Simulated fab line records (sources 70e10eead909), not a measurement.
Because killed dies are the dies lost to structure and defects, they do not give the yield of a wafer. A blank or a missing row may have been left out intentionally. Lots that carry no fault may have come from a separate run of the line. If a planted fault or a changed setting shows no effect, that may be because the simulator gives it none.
Comparing a struck lot with a sound one :: flow nandHarc :: 14 steps out of a route of 1302
Sound: these wafers, L434.2, L434.5, L434.6. Wafers struck: L437.1, L437.3. At the end, the cause is stated.
Each step with rows lists, per side, the tool, then ch with its chambers, then its first start. Under that, the readings that differ: sound wafers :: struck wafers :: difference of the means :: sigmas: that difference in standard deviations of wafers without a fault.
alike: same words and numbers on both sides, and readings whose means sit less than 2 such deviations apart. not compared: any withheld reading, any reading some wafer has no value for, any bound like >300 that may hide the same value, and any number with overlapping values for which the record gives no deviation.
Wherever a step has rows on one side only, a row that says differs or no value, or a row with sigmas, the two part there. Numbers that have no deviation but don't overlap get no sigmas and don't part them. A reading missing from all wafers of one side parts the sides only when that side holds two or more wafers.

NHARC_A_ONON_D2_THK_MEAS_30: measures by ellipsometry.
  struck on filmMetro-02, day 17 15:39; sound on filmMetro-02, day 16 07:41
  alike: thkNm
NHARC_A_ONON_D2_DEP_33: deposits SiO2, target thk 200 nm.
  sound on pecvd-02 ch 1,2, day 16 07:47; struck on pecvd-01 ch 1,2, day 17 15:42
  alike: flowSccm, heaterPowerOuterW, heaterPowerW, throttleValvePct
NHARC_A_ONON_D2_THK_MEAS_34: measures by ellipsometry.
  struck on filmMetro-01, day 17 16:07; sound on filmMetro-02, day 16 08:10
  alike: thkNm
NHARC_A_ONON_D2_INSPECT_32:
  struck on defectInspect-01, day 17 16:11; sound on defectInspect-02, day 16 08:13
  alike: rawDefectCount
NHARC_A_CHANNEL_HOLE_D2_DEP_00: deposits aC, target thk 3100 nm.
  sound on aclDep-03 ch 0, day 16 08:53; struck on aclDep-01 ch 0, day 17 18:17
  alike: throttleValvePct
NHARC_A_CHANNEL_HOLE_D2_DEP_01: deposits SiON, target thk 140 nm.
  sound on pecvd-01 ch 0,1, day 16 10:33; struck on pecvd-02 ch 0,2, day 17 20:14
  alike: heaterPowerOuterW, heaterPowerW
then, 5 steps without rows for these wafers: NHARC_A_CHANNEL_HOLE_D2_DEHYDRATE_02 (time 120 s); NHARC_A_CHANNEL_HOLE_D2_HMDS_03 (time 30 s); NHARC_A_CHANNEL_HOLE_D2_COAT_36 (time 75 s); NHARC_A_CHANNEL_HOLE_D2_COAT_37 (time 65 s); NHARC_A_CHANNEL_HOLE_D2_COAT_04 (resist thk 90 nm).
NHARC_A_CHANNEL_HOLE_D2_SOFTBAKE_05: time 55 s.
  sound on lithoTrack-04 ch 0, day 16 10:00; struck on lithoTrack-01 ch 0, day 17 20:00
reading: heaterPowerTotalW (W)
sound: 188.57 188.46 188.33
struck: 222.96 222.47
difference: +34.26
sigmas: +99 or more

reading: resistLineTempC (C)
sound: 23.28 23.23 23.17
struck: 22.93 23.01
difference: -0.26
sigmas: -2
next, for these wafers, 1 step has no rows: NHARC_A_CHANNEL_HOLE_D2_EBR_06.
-- record jumps: 11 days between struck wafers' starts before vs after; left off in module A_CHANNEL_HOLE_D2, resumes in module END, first step shown is number 1302 of the route --
NHARC_END_SORT_01:
  sound on prober-02 ch 0, day 27 22:25; struck on prober-02 ch 0, day 28 23:13
reading: killedAtArray
sound: 69 55 94
struck: 24 28
difference: -47
sigmas: -3

reading: killedDies
sound: 77 62 99
struck: 28 33
difference: -49
sigmas: -3
  alike: killedAtOther, killedAtPeriphery, killedOpen, killedShort

## WHERE THEY PART
Earliest at NHARC_A_CHANNEL_HOLE_D2_SOFTBAKE_05; latest, in this record, at NHARC_END_SORT_01.

WHY: the cause the simulator had injected
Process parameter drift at NHARC_A_CHANNEL_HOLE_D2_SOFTBAKE_05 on lithoTrack-01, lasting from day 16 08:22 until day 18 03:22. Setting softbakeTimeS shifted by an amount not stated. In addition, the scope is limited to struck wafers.
